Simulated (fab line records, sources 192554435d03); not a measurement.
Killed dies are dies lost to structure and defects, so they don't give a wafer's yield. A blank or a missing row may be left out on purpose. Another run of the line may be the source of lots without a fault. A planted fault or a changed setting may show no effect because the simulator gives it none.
Matching of chambers | flow n5-finfet | pecvd-02 running N5_BEOL_M3_PECVD_72: 3 sister chambers
The step deposits SiO2 from TEOS/O2, target thk 16 nm, time 18 s. 3 wafers are shown with their chamber, then 7 later ones without.

== WAFERS, EACH WITH ITS CHAMBER ==
wafer  | chamber | throttle-valve-pct (%)
L085.4 | 2       | 21.5
L089.1 | 1       | 22.2
L089.2 | 0       | 23.8

== WAFERS WITHOUT THEIR CHAMBER ==
wafer  | throttle-valve-pct (%)
L089.3 | 21.1
L088.1 | 23.8
L088.4 | 22.7
L088.6 | 23.8
L097.1 | 21.4
L097.2 | 22.4
L097.3 | 24.1

== WHICH CHAMBER EACH WENT THROUGH ==
wafer  | from the rows above | in truth
L089.3 | 2                   | 2
L088.1 | 0                   | 0
L088.4 | 1                   | 1
L088.6 | 0                   | 0
L097.1 | 2                   | 2
L097.2 | 1                   | 1
L097.3 | 0                   | 0
Correctly placed: 7 of 7. Not placeable from these rows: 0. Wrongly placed: 0.
How it was worked out, from the rows above alone: a wafer's distance from a chamber is the root of the sum, over the readings, of the square of ((its reading less the chamber's mean) divided by the reading's scatter). If the next closest chamber is less than 2 further off than the closest, the wafer can't be placed; otherwise it belongs to the closest. A chamber's mean is the mean of its shown wafers. The scatter (one wafer shown for each chamber): square how far every hidden wafer sits from the nearest shown wafer, average those squares and take the square root.
